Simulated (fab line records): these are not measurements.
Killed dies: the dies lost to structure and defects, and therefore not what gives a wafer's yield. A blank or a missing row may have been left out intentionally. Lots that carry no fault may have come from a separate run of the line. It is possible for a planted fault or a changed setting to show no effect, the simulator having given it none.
What tool caused it? || flow nand harc || 12 lots with 36 wafers sampled at 5 steps, on a route of 1159 steps

WHAT THE GAUGES SHOWED, per wafer
NHARC_END_SORT_01. Usual: killed at array 26, standard deviation 9.1; killed at other 0.7, standard deviation 0.9; killed at periphery 3.6, standard deviation 2.8; killed dies 30, standard deviation 9.2; killed open 3.0, standard deviation 1.9; killed short 2.0, standard deviation 1.4.
{"lot": "L591", "measured": "day 19 20:22", "on": "prober-02", "killed at array": "15 17 22", "killed at other": "0 0 0", "killed at periphery": "2 5 3", "killed dies": "17 22 25", "killed open": "1 4 6", "killed short": "1 3 3", "flag": ""}
{"lot": "L592", "measured": "day 19 13:20", "on": "prober-01", "killed at array": "22 24 33", "killed at other": "1 0 0", "killed at periphery": "1 5 5", "killed dies": "24 29 38", "killed open": "2 6 2", "killed short": "2 4 4", "flag": ""}
{"lot": "L595", "measured": "day 19 21:07", "on": "prober-01", "killed at array": "24 26 17", "killed at other": "0 0 0", "killed at periphery": "5 3 1", "killed dies": "29 29 18", "killed open": "6 2 2", "killed short": "4 1 1", "flag": ""}
{"lot": "L594", "measured": "day 20 04:08", "on": "prober-01", "killed at array": "28 31 22", "killed at other": "0 1 0", "killed at periphery": "2 5 2", "killed dies": "30 37 24", "killed open": "2 9 2", "killed short": "1 4 0", "flag": ""}
{"lot": "L593", "measured": "day 20 12:47", "on": "prober-01", "killed at array": "25 18 23", "killed at other": "0 0 0", "killed at periphery": "5 7 6", "killed dies": "30 25 29", "killed open": "4 2 0", "killed short": "3 2 3", "flag": ""}
{"lot": "L596", "measured": "day 20 07:07", "on": "prober-02", "killed at array": "14 19 12", "killed at other": "0 1 0", "killed at periphery": "3 3 3", "killed dies": "17 23 15", "killed open": "3 5 2", "killed short": "2 3 0", "flag": ""}
{"lot": "L598", "measured": "day 21 01:43", "on": "prober-02", "killed at array": "23 21 23", "killed at other": "1 3 5", "killed at periphery": "2 1 6", "killed dies": "26 25 34", "killed open": "4 3 3", "killed short": "3 0 2", "flag": ""}
{"lot": "L601", "measured": "day 21 11:52", "on": "prober-01", "killed at array": "26 26 18", "killed at other": "1 0 1", "killed at periphery": "4 1 3", "killed dies": "31 27 22", "killed open": "8 3 3", "killed short": "0 2 2", "flag": ""}
{"lot": "L600", "measured": "day 21 09:32", "on": "prober-02", "killed at array": "20 23 24", "killed at other": "1 0 1", "killed at periphery": "0 0 3", "killed dies": "21 23 28", "killed open": "0 2 0", "killed short": "0 2 2", "flag": ""}
{"lot": "L606", "measured": "day 24 09:44", "on": "prober-01", "killed at array": "26 669 22", "killed at other": "0 0 1", "killed at periphery": "11 8 10", "killed dies": "37 677 33", "killed open": "4 2 1", "killed short": "0 3 1", "flag": "OFF"}
{"lot": "L610", "measured": "day 25 01:31", "on": "prober-01", "killed at array": "50 62 37", "killed at other": "0 0 1", "killed at periphery": "2 2 1", "killed dies": "52 64 39", "killed open": "2 3 1", "killed short": "2 5 2", "flag": ""}
{"lot": "L613", "measured": "day 25 01:19", "on": "prober-02", "killed at array": "19 19 22", "killed at other": "1 0 1", "killed at periphery": "9 9 13", "killed dies": "29 28 36", "killed open": "5 3 2", "killed short": "1 0 2", "flag": ""}

TOOL THAT RAN EACH LOT (tool first, then ch and the chambers of the sampled wafers, then the start)
{"lot": "L591", "NHARC_A_STAIRCASE_ETCH_27": "rie diel-01 ch 0,1,2, day 11 13:17 or earlier", "NHARC_A_STAIRCASE_ETCH_201": "rie diel-01 ch 0,1,3, day 11 13:17", "NHARC_A_STAIRCASE_TRIM_202": "rie diel-01 ch 0,1,2, day 11 13:59 or earlier", "NHARC_A_STAIRCASE_STRIP_205": "plasma asher-02 ch 0,1, day 11 13:59"}
{"lot": "L592", "NHARC_A_STAIRCASE_ETCH_27": "rie diel-08 ch 1,2, day 11 13:34 or earlier", "NHARC_A_STAIRCASE_ETCH_201": "rie diel-02 ch 0,1,2, day 11 13:34", "NHARC_A_STAIRCASE_TRIM_202": "rie diel-02 ch 1,2,3, day 11 14:19 or earlier", "NHARC_A_STAIRCASE_STRIP_205": "plasma asher-01 ch 0,1, day 11 14:19"}
{"lot": "L595", "NHARC_A_STAIRCASE_ETCH_27": "rie diel-01 ch 0,1,2, day 11 21:26 or earlier", "NHARC_A_STAIRCASE_ETCH_201": "rie diel-01 ch 0,1,2, day 11 21:26", "NHARC_A_STAIRCASE_TRIM_202": "rie diel-01 ch 0,2, day 11 22:05 or earlier", "NHARC_A_STAIRCASE_STRIP_205": "plasma asher-01 ch 0,1, day 11 22:05"}
{"lot": "L594", "NHARC_A_STAIRCASE_ETCH_27": "rie diel-01 ch 0,2, day 11 23:05 or earlier", "NHARC_A_STAIRCASE_ETCH_201": "rie diel-02 ch 0,1,2, day 11 23:05", "NHARC_A_STAIRCASE_TRIM_202": "rie diel-02 ch 0,2,3, day 11 23:32 or earlier", "NHARC_A_STAIRCASE_STRIP_205": "plasma asher-01 ch 0,1, day 11 23:32"}
{"lot": "L593", "NHARC_A_STAIRCASE_ETCH_27": "rie diel-01 ch 0,1,2, day 12 03:13 or earlier", "NHARC_A_STAIRCASE_ETCH_201": "rie diel-02 ch 2,3, day 12 03:13", "NHARC_A_STAIRCASE_TRIM_202": "rie diel-02 ch 0,1,2, day 12 03:40 or earlier", "NHARC_A_STAIRCASE_STRIP_205": "plasma asher-02 ch 0,1, day 12 03:40"}
{"lot": "L596", "NHARC_A_STAIRCASE_ETCH_27": "rie diel-01 ch 1,2, day 12 07:52 or earlier", "NHARC_A_STAIRCASE_ETCH_201": "rie diel-01 ch 1,2,3, day 12 07:52", "NHARC_A_STAIRCASE_TRIM_202": "rie diel-01 ch 0,3, day 12 08:24 or earlier", "NHARC_A_STAIRCASE_STRIP_205": "plasma asher-02 ch 0,1, day 12 08:24"}
{"lot": "L598", "NHARC_A_STAIRCASE_ETCH_27": "rie diel-01 ch 0,2,3, day 12 23:55 or earlier", "NHARC_A_STAIRCASE_ETCH_201": "rie diel-02 ch 2,3, day 12 23:55", "NHARC_A_STAIRCASE_TRIM_202": "rie diel-02 ch 1,2,3, day 13 00:26 or earlier", "NHARC_A_STAIRCASE_STRIP_205": "plasma asher-02 ch 0,1, day 13 00:26"}
{"lot": "L601", "NHARC_A_STAIRCASE_ETCH_27": "rie diel-01 ch 0,3, day 13 07:56 or earlier", "NHARC_A_STAIRCASE_ETCH_201": "rie diel-02 ch 2,3, day 13 07:56", "NHARC_A_STAIRCASE_TRIM_202": "rie diel-02 ch 0,2,3, day 13 08:29 or earlier", "NHARC_A_STAIRCASE_STRIP_205": "plasma asher-02 ch 0,1, day 13 08:29"}
{"lot": "L600", "NHARC_A_STAIRCASE_ETCH_27": "rie diel-08 ch 2,3, day 13 09:56 or earlier", "NHARC_A_STAIRCASE_ETCH_201": "rie diel-08 ch 0,2,3, day 13 09:56", "NHARC_A_STAIRCASE_TRIM_202": "rie diel-08 ch 0,2, day 13 10:20 or earlier", "NHARC_A_STAIRCASE_STRIP_205": "plasma asher-01 ch 0,1, day 13 10:20"}
{"lot": "L606", "NHARC_A_STAIRCASE_ETCH_27": "rie diel-01 ch 0,1, day 15 03:54 or earlier", "NHARC_A_STAIRCASE_ETCH_201": "rie diel-08 ch 0,2,3, day 15 03:54", "NHARC_A_STAIRCASE_TRIM_202": "rie diel-08 ch 2,3, day 15 04:25 or earlier", "NHARC_A_STAIRCASE_STRIP_205": "plasma asher-01 ch 0,1, day 15 04:25"}
{"lot": "L610", "NHARC_A_STAIRCASE_ETCH_27": "rie diel-02 ch 1,2,3, day 16 03:44 or earlier", "NHARC_A_STAIRCASE_ETCH_201": "rie diel-01 ch 0,1,3, day 16 03:44", "NHARC_A_STAIRCASE_TRIM_202": "rie diel-01 ch 1,2, day 16 04:28 or earlier", "NHARC_A_STAIRCASE_STRIP_205": "plasma asher-01 ch 0,1, day 16 04:28"}
{"lot": "L613", "NHARC_A_STAIRCASE_ETCH_27": "rie diel-02 ch 1,2,3, day 16 06:51 or earlier", "NHARC_A_STAIRCASE_ETCH_201": "rie diel-02 ch 0,1,3, day 16 06:51", "NHARC_A_STAIRCASE_TRIM_202": "rie diel-02 ch 2,3, day 16 08:11 or earlier", "NHARC_A_STAIRCASE_STRIP_205": "plasma asher-01 ch 0,1, day 16 08:11"}
- NHARC_A_STAIRCASE_ETCH_27: etches the open film in C4F8/O2, target depth 100 nm, time 40.5 s.
- NHARC_A_STAIRCASE_ETCH_201: etches the open film in C4F8/O2, target depth 100 nm, time 40.5 s.
- NHARC_A_STAIRCASE_TRIM_202: chemistry O2, time 211.2 s.
- NHARC_A_STAIRCASE_STRIP_205: strips in O2.

AS READ BY THE TOOLS THEMSELVES (means over the sampled wafers that have a number; for cases with no such wafer, the mark the record gives instead)
NHARC_A_STAIRCASE_ETCH_27. Usual: oes product au 0.935 a.u., standard deviation 0.011; rf vpp V 895 V, standard deviation 4.2.
{"lot": "L591", "tool": "rie diel-01", "oes product au (a.u.)": 0.936, "rf vpp V (V)": 896, "flag": ""}
{"lot": "L592", "tool": "rie diel-08", "oes product au (a.u.)": 0.945, "rf vpp V (V)": 896, "flag": ""}
{"lot": "L595", "tool": "rie diel-01", "oes product au (a.u.)": 0.942, "rf vpp V (V)": 897, "flag": ""}
{"lot": "L594", "tool": "rie diel-01", "oes product au (a.u.)": 0.916, "rf vpp V (V)": 895, "flag": ""}
{"lot": "L593", "tool": "rie diel-01", "oes product au (a.u.)": 0.934, "rf vpp V (V)": 896, "flag": ""}
{"lot": "L596", "tool": "rie diel-01", "oes product au (a.u.)": 0.943, "rf vpp V (V)": 898, "flag": ""}
{"lot": "L598", "tool": "rie diel-01", "oes product au (a.u.)": 0.939, "rf vpp V (V)": 892, "flag": ""}
{"lot": "L601", "tool": "rie diel-01", "oes product au (a.u.)": 0.942, "rf vpp V (V)": 890, "flag": ""}
{"lot": "L600", "tool": "rie diel-08", "oes product au (a.u.)": 0.928, "rf vpp V (V)": 900, "flag": ""}
{"lot": "L606", "tool": "rie diel-01", "oes product au (a.u.)": 0.943, "rf vpp V (V)": 893, "flag": ""}
{"lot": "L610", "tool": "rie diel-02", "oes product au (a.u.)": 0.943, "rf vpp V (V)": 895, "flag": ""}
{"lot": "L613", "tool": "rie diel-02", "oes product au (a.u.)": 0.938, "rf vpp V (V)": 895, "flag": ""}

NHARC_A_STAIRCASE_ETCH_201. Usual: oes product au 0.941 a.u., standard deviation 0.017; rf vpp V 895 V, standard deviation 4.
{"lot": "L591", "tool": "rie diel-01", "oes product au (a.u.)": 0.944, "rf vpp V (V)": 896, "flag": ""}
{"lot": "L592", "tool": "rie diel-02", "oes product au (a.u.)": 0.940, "rf vpp V (V)": 897, "flag": ""}
{"lot": "L595", "tool": "rie diel-01", "oes product au (a.u.)": 0.926, "rf vpp V (V)": 897, "flag": ""}
{"lot": "L594", "tool": "rie diel-02", "oes product au (a.u.)": 0.944, "rf vpp V (V)": 896, "flag": ""}
{"lot": "L593", "tool": "rie diel-02", "oes product au (a.u.)": 0.944, "rf vpp V (V)": 892, "flag": ""}
{"lot": "L596", "tool": "rie diel-01", "oes product au (a.u.)": 0.938, "rf vpp V (V)": 895, "flag": ""}
{"lot": "L598", "tool": "rie diel-02", "oes product au (a.u.)": 0.956, "rf vpp V (V)": 894, "flag": ""}
{"lot": "L601", "tool": "rie diel-02", "oes product au (a.u.)": 0.938, "rf vpp V (V)": 893, "flag": ""}
{"lot": "L600", "tool": "rie diel-08", "oes product au (a.u.)": 0.933, "rf vpp V (V)": 896, "flag": ""}
{"lot": "L606", "tool": "rie diel-08", "oes product au (a.u.)": 1.009, "rf vpp V (V)": 896, "flag": "OFF"}
{"lot": "L610", "tool": "rie diel-01", "oes product au (a.u.)": 0.947, "rf vpp V (V)": 894, "flag": ""}
{"lot": "L613", "tool": "rie diel-02", "oes product au (a.u.)": 0.951, "rf vpp V (V)": 896, "flag": ""}

NHARC_A_STAIRCASE_TRIM_202. Usual: drypump motor current A 5.8 A, standard deviation 0.44; oes product au 1.000 a.u., standard deviation 0.011; rf vpp V 57.7 V, standard deviation 0.86; showerhead plenum p Torr 3.50 Torr, standard deviation 0.1; throttle valve pct 17.037 %, standard deviation 0.009.
{"lot": "L591", "tool": "rie diel-01", "drypump motor current A (A)": 6.1, "oes product au (a.u.)": 0.999, "rf vpp V (V)": 57.6, "showerhead plenum p Torr (Torr)": 3.52, "throttle valve pct (%)": 17.037, "flag": ""}
{"lot": "L592", "tool": "rie diel-02", "drypump motor current A (A)": 6.0, "oes product au (a.u.)": 1.006, "rf vpp V (V)": 57.7, "showerhead plenum p Torr (Torr)": 3.53, "throttle valve pct (%)": 17.029, "flag": ""}
{"lot": "L595", "tool": "rie diel-01", "drypump motor current A (A)": 6.4, "oes product au (a.u.)": 0.986, "rf vpp V (V)": 57.9, "showerhead plenum p Torr (Torr)": 3.46, "throttle valve pct (%)": 17.033, "flag": ""}
{"lot": "L594", "tool": "rie diel-02", "drypump motor current A (A)": 5.7, "oes product au (a.u.)": 0.998, "rf vpp V (V)": 57.7, "showerhead plenum p Torr (Torr)": 3.49, "throttle valve pct (%)": 17.035, "flag": ""}
{"lot": "L593", "tool": "rie diel-02", "drypump motor current A (A)": 5.7, "oes product au (a.u.)": 1.004, "rf vpp V (V)": 57.9, "showerhead plenum p Torr (Torr)": 3.53, "throttle valve pct (%)": 17.039, "flag": ""}
{"lot": "L596", "tool": "rie diel-01", "drypump motor current A (A)": 6.2, "oes product au (a.u.)": 0.983, "rf vpp V (V)": 57.4, "showerhead plenum p Torr (Torr)": 3.41, "throttle valve pct (%)": 17.034, "flag": ""}
{"lot": "L598", "tool": "rie diel-02", "drypump motor current A (A)": 6.0, "oes product au (a.u.)": 1.000, "rf vpp V (V)": 58.3, "showerhead plenum p Torr (Torr)": 3.52, "throttle valve pct (%)": 17.037, "flag": ""}
{"lot": "L601", "tool": "rie diel-02", "drypump motor current A (A)": 5.7, "oes product au (a.u.)": 1.008, "rf vpp V (V)": 58.1, "showerhead plenum p Torr (Torr)": 3.48, "throttle valve pct (%)": 17.032, "flag": ""}
{"lot": "L600", "tool": "rie diel-08", "drypump motor current A (A)": 6.0, "oes product au (a.u.)": 0.986, "rf vpp V (V)": 58.2, "showerhead plenum p Torr (Torr)": 3.53, "throttle valve pct (%)": 17.044, "flag": ""}
{"lot": "L606", "tool": "rie diel-08", "drypump motor current A (A)": 5.7, "oes product au (a.u.)": 1.005, "rf vpp V (V)": 58.2, "showerhead plenum p Torr (Torr)": 3.62, "throttle valve pct (%)": 17.039, "flag": ""}
{"lot": "L610", "tool": "rie diel-01", "drypump motor current A (A)": 5.8, "oes product au (a.u.)": 1.000, "rf vpp V (V)": 57.3, "showerhead plenum p Torr (Torr)": 3.56, "throttle valve pct (%)": 17.041, "flag": ""}
{"lot": "L613", "tool": "rie diel-02", "drypump motor current A (A)": 6.0, "oes product au (a.u.)": 0.999, "rf vpp V (V)": 57.6, "showerhead plenum p Torr (Torr)": 3.42, "throttle valve pct (%)": 17.034, "flag": ""}

NHARC_A_STAIRCASE_STRIP_205. Usual: drypump motor current A 5.7 A, standard deviation 0.34; heater power w 301 W, standard deviation 7.9.
{"lot": "L591", "tool": "plasma asher-02", "drypump motor current A (A)": 6.0, "heater power w (W)": 303, "flag": ""}
{"lot": "L592", "tool": "plasma asher-01", "drypump motor current A (A)": 5.8, "heater power w (W)": 305, "flag": ""}
{"lot": "L595", "tool": "plasma asher-01", "drypump motor current A (A)": 5.6, "heater power w (W)": 305, "flag": ""}
{"lot": "L594", "tool": "plasma asher-01", "drypump motor current A (A)": 5.6, "heater power w (W)": 302, "flag": ""}
{"lot": "L593", "tool": "plasma asher-02", "drypump motor current A (A)": 6.0, "heater power w (W)": 306, "flag": ""}
{"lot": "L596", "tool": "plasma asher-02", "drypump motor current A (A)": 6.0, "heater power w (W)": 302, "flag": ""}
{"lot": "L598", "tool": "plasma asher-02", "drypump motor current A (A)": 6.0, "heater power w (W)": 301, "flag": ""}
{"lot": "L601", "tool": "plasma asher-02", "drypump motor current A (A)": 5.6, "heater power w (W)": 299, "flag": ""}
{"lot": "L600", "tool": "plasma asher-01", "drypump motor current A (A)": 5.8, "heater power w (W)": 302, "flag": ""}
{"lot": "L606", "tool": "plasma asher-01", "drypump motor current A (A)": 5.6, "heater power w (W)": 304, "flag": ""}
{"lot": "L610", "tool": "plasma asher-01", "drypump motor current A (A)": 5.8, "heater power w (W)": 299, "flag": ""}
{"lot": "L613", "tool": "plasma asher-01", "drypump motor current A (A)": 5.6, "heater power w (W)": 302, "flag": ""}

THE ANSWER, worked out from the rows above alone
Rule: take the mean of a lot's wafers that have a number; if it is more than 3 standard deviations from the usual mean, the lot is off. A lot without any number at a reading at which 4 lots or more have one is off too. The other lots that the step has rows for count as sound. Order of review: gauges by route order, followed by the tools' own readings, for which a lot's mean as printed above is used. The first step at which some lot is off is used, and at that step the reading that is off furthest; a lot without a number counts as furthest.
Off: L606 (NHARC_END_SORT_01, killed dies).
If a tool, at a process step before that reading, ran all the lots that are off and no sound lot after the first of them, it fits. The gauges at NHARC_END_SORT_01 aren't tried: what is off there is off at NHARC_A_STAIRCASE_ETCH_201 too, on other tools, and a gauge's error can't cause that. NHARC_A_STAIRCASE_ETCH_27: start missing for some lots; hours and lot order therefore follow NHARC_A_STAIRCASE_ETCH_201. NHARC_A_STAIRCASE_TRIM_202: start missing for some lots; hours and lot order therefore follow NHARC_A_STAIRCASE_STRIP_205. Undecided on this evidence; 2 tools fit (rie diel-01 at NHARC_A_STAIRCASE_ETCH_27, rie diel-08 at NHARC_A_STAIRCASE_ETCH_201 and NHARC_A_STAIRCASE_TRIM_202).

WHAT THE SIMULATOR HAD PUT IN
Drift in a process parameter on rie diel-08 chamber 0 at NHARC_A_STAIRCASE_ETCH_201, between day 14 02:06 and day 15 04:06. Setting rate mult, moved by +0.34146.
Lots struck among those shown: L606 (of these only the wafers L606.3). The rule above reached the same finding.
